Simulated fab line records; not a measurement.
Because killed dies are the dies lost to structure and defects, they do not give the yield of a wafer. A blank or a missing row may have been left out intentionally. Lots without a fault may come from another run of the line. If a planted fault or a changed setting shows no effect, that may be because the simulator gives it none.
Which tool is to blame? ; flow nand-harc ; Sampling: 11 lots, 33 wafers, 6 of 1302 route steps

## WHAT THE GAUGES READ, wafer by wafer
NHARC_P_M0_CD_MEAS_09: the cd target is 90 nm. Usual: cd-nm reads 90.3 nm (standard deviation 0.66).
lot;measured;on;cd-nm (nm);flag
L977;day 5 22:35;cd-sem-01;90.3 90.4 89.4;
L979;day 6 16:37;cd-sem-01;90.3 90.9 90.3;
L985;day 10 05:01;cd-sem-03;89.2 88.6 88.9;
L984;day 10 05:59;cd-sem-03;90.0 89.9 89.1;
L986;day 10 11:59;cd-sem-03;89.7 89.8 89.7;
L983;day 10 13:19;cd-sem-02;90.2 91.5 89.4;
L987;day 10 13:31;cd-sem-01;91.0 91.6 90.9;
L982;day 10 18:40;cd-sem-03;91.0 90.5 90.7;
L988;day 10 21:22;cd-sem-02;89.7 90.6 91.3;
L998;day 15 02:28;cd-sem-01;94.7 96.0 95.9;OFF
L999;day 15 08:47;cd-sem-02;95.6 95.1 95.2;OFF

NHARC_P_M0_INSPECT_11. Usual: raw-defect-count reads 5.2 (standard deviation 2.9).
lot;measured;on;raw-defect-count;flag
L977;day 5 22:42;defect-inspect-02;6 7 2;
L979;day 6 16:44;defect-inspect-02;7 5 8;
L985;day 10 05:08;defect-inspect-02;5 4 2;
L984;day 10 06:07;defect-inspect-02;8 3 2;
L986;day 10 12:07;defect-inspect-02;3 5 2;
L983;day 10 13:27;defect-inspect-01;15 9 11;
L987;day 10 13:38;defect-inspect-01;2 6 4;
L982;day 10 18:47;defect-inspect-02;6 1 3;
L988;day 10 21:29;defect-inspect-01;4 4 5;
L998;day 15 02:36;defect-inspect-01;5 5 7;
L999;day 15 08:55;defect-inspect-01;10 3 5;

NHARC_END_SORT_01. Usual: for defect-limited-yield, 91.3 % with a standard deviation of 2.7; for killed-at-array, 54 with a standard deviation of 18; for killed-at-other, 0.9 with a standard deviation of 1.2; for killed-at-periphery, 4.4 with a standard deviation of 2.9; for killed-dies, 59 with a standard deviation of 18; for killed-open, 3.2 with a standard deviation of 1.8; for killed-short, 2.6 with a standard deviation of 1.8.
lot;measured;on;defect-limited-yield (%);killed-at-array;killed-at-other;killed-at-periphery;killed-dies;killed-open;killed-short;flag
L998;day 33 23:48;prober-01;95.7 94.8 95.3;24 27 22;0 0 1;5 8 9;29 35 32;4 3 1;2 5 3;

## TOOL THAT RAN EACH LOT (tool first, then ch and the chambers of the sampled wafers, then the start)
lot;NHARC_P_CONTACT_ETCH_35;NHARC_P_CONTACT_CVD_23;NHARC_P_M0_PEB_07
L977;rie-diel-07 ch 1,3, day 5 18:40;cvd-w-01 ch 0,1, day 5 22:30 or earlier;litho-track-06 ch 0, day 5 22:30
L979;rie-diel-07 ch 0,3, day 6 12:44;cvd-w-02 ch 1, day 6 16:32 or earlier;litho-track-04 ch 0, day 6 16:32
L985;rie-diel-07 ch 0,1,2, day 10 01:07;cvd-w-01 ch 0,1, day 10 04:56 or earlier;litho-track-01 ch 0, day 10 04:56
L984;rie-diel-13 ch 0,2,3, day 10 01:56;cvd-w-01 ch 0,1, day 10 05:55 or earlier;litho-track-01 ch 0, day 10 05:55
L986;rie-diel-13 ch 0,2,3, day 10 08:00;cvd-w-01 ch 0,1, day 10 11:54 or earlier;litho-track-01 ch 0, day 10 11:54
L983;rie-diel-13 ch 0,2, day 10 09:15;cvd-w-02 ch 0,1, day 10 13:14 or earlier;litho-track-06 ch 0, day 10 13:14
L987;rie-diel-07 ch 2,3, day 10 09:22;cvd-w-01 ch 0,1, day 10 13:26 or earlier;litho-track-04 ch 0, day 10 13:26
L982;rie-diel-07 ch 1,2,3, day 10 14:45;cvd-w-01 ch 0,1, day 10 18:35 or earlier;litho-track-06 ch 0, day 10 18:35
L988;rie-diel-02 ch 0,3, day 10 17:20;cvd-w-02 ch 0,1, day 10 21:16 or earlier;litho-track-06 ch 0, day 10 21:16
L998;rie-diel-02 ch 0,1,2, day 14 22:34;cvd-w-01 ch 0,1, day 15 02:23 or earlier;litho-track-04 ch 0, day 15 02:23
L999;rie-diel-07 ch 1,2,3, day 15 04:50;cvd-w-02 ch 0,1, day 15 08:43 or earlier;litho-track-04 ch 0, day 15 08:43
- NHARC_P_CONTACT_ETCH_35: etches the open film in CF4, target depth 39 nm, time 65 s.
- NHARC_P_CONTACT_CVD_23: deposits W, target thk 200 nm, time 557 s.
- NHARC_P_M0_PEB_07: peb time 65 s.

## WHAT THE TOOLS THEMSELVES READ (means of the sampled wafers that have a number; where no wafer has one, the mark that the record gives instead)
NHARC_P_CONTACT_ETCH_35. Usual: drypump-motor-current-A 5.62 A, standard deviation 0.23; oes-product-au 0.995 a.u., standard deviation 0.012; rf-vpp-V 151.3 V, standard deviation 1.1; showerhead-plenum-p-Torr 1.76 Torr, standard deviation 0.071; throttle-valve-pct 13.284 %, standard deviation 0.0092.
lot;tool;drypump-motor-current-A (A);oes-product-au (a.u.);rf-vpp-V (V);showerhead-plenum-p-Torr (Torr);throttle-valve-pct (%);flag
L977;rie-diel-07;5.64;0.996;151.5;1.77;13.281;
L979;rie-diel-07;5.63;0.985;151.6;1.77;13.291;
L985;rie-diel-07;5.42;0.998;150.7;1.76;13.290;
L984;rie-diel-13;5.81;1.005;150.6;1.71;13.291;
L986;rie-diel-13;5.81;0.991;151.0;1.72;13.283;
L983;rie-diel-13;5.95;1.012;150.2;1.70;13.279;
L987;rie-diel-07;5.54;0.987;152.0;1.84;13.284;
L982;rie-diel-07;5.50;0.997;152.4;1.79;13.274;
L988;rie-diel-02;5.58;0.984;151.9;1.82;13.288;
L998;rie-diel-02;5.72;0.987;150.9;1.76;13.276;
L999;rie-diel-07;5.47;1.005;151.4;1.79;13.291;

NHARC_P_CONTACT_CVD_23. Usual: chamber-pressure-Torr 40.00 Torr, standard deviation 0.093; heater-power-w 478 W, standard deviation 20; mfc-h2-sccm 1601 sccm, standard deviation 4.3; throttle-valve-pct 7.86 %, standard deviation 0.26.
lot;tool;chamber-pressure-Torr (Torr);heater-power-w (W);mfc-h2-sccm (sccm);throttle-valve-pct (%);flag
L977;cvd-w-01;39.98;451;1599;8.07;
L979;cvd-w-02;40.05;502;1603;7.86;
L985;cvd-w-01;39.94;483;1602;7.93;
L984;cvd-w-01;39.96;481;1596;7.95;
L986;cvd-w-01;39.97;476;1596;7.92;
L983;cvd-w-02;39.96;494;1597;7.79;
L987;cvd-w-01;40.03;483;1601;7.89;
L982;cvd-w-01;40.07;479;1606;7.91;
L988;cvd-w-02;39.95;487;1601;7.64;
L998;cvd-w-01;39.94;465;1602;7.90;
L999;cvd-w-02;40.11;476;1601;7.78;

NHARC_P_M0_PEB_07. Usual: exhaust-pa 44.7 Pa, standard deviation 0.99; heater-power-total-W 156.6 W, standard deviation 0.42; plate-temp-C 100.03 C, standard deviation 0.12.
lot;tool;exhaust-pa (Pa);heater-power-total-W (W);plate-temp-C (C);flag
L977;litho-track-06;43.5;156.6;100.03;
L979;litho-track-04;44.0;156.5;100.01;
L985;litho-track-01;44.7;156.8;99.93;
L984;litho-track-01;44.5;156.6;99.92;
L986;litho-track-01;44.7;156.4;99.97;
L983;litho-track-06;44.3;156.4;99.91;
L987;litho-track-04;45.8;156.4;100.06;
L982;litho-track-06;46.7;156.4;100.05;
L988;litho-track-06;44.5;156.3;99.83;
L998;litho-track-04;45.1;159.6;101.62;OFF
L999;litho-track-04;44.2;159.2;101.43;OFF

## THE ANSWER, worked out from the rows above alone
Rule: a lot is off if the mean of its wafers that have a number lies more than 3 standard deviations from the usual mean. A lot without any number at a reading at which 4 lots or more have one is off too. All remaining lots with rows at the step are treated as sound. After the gauges, taken in route order, come the tools' own readings; for these a lot's mean is taken, as printed above. The first step at which some lot is off is used, and at that step the reading that is off furthest; a lot without a number counts as furthest.
Off: L998, L999, at NHARC_P_M0_CD_MEAS_09 (cd-nm).
If a tool, at a process step before that reading, ran all the lots that are off and no sound lot after the first of them, it fits. The gauges at NHARC_P_M0_CD_MEAS_09 aren't tried: what is off there is off at NHARC_P_M0_PEB_07 too, on other tools, and a gauge's error can't cause that. With no start given for some of its lots, NHARC_P_CONTACT_CVD_23 uses the hours and lot order of NHARC_P_M0_PEB_07. One candidate fits, namely litho-track-04 at NHARC_P_M0_PEB_07. A fault onset in the window from L987 (day 10 13:26, its last sound lot) to L998 (day 15 02:23, its first lot off) fits.
The tool's own readings at NHARC_P_M0_PEB_07 bear it out: on the lots that are off they differ by more than 5 times the standard deviation of the sound lots' means. heater-power-total-W reads 159.4 W there against 156.5 W on the sound lots; plate-temp-C reads 101.53 C there against 99.97 C on the sound lots.

## WHAT THE SIMULATOR PUT IN
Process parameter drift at NHARC_P_M0_PEB_07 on litho-track-04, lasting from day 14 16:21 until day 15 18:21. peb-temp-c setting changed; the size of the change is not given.
Shown lots that were struck: L998, L999. The rule above found the same.
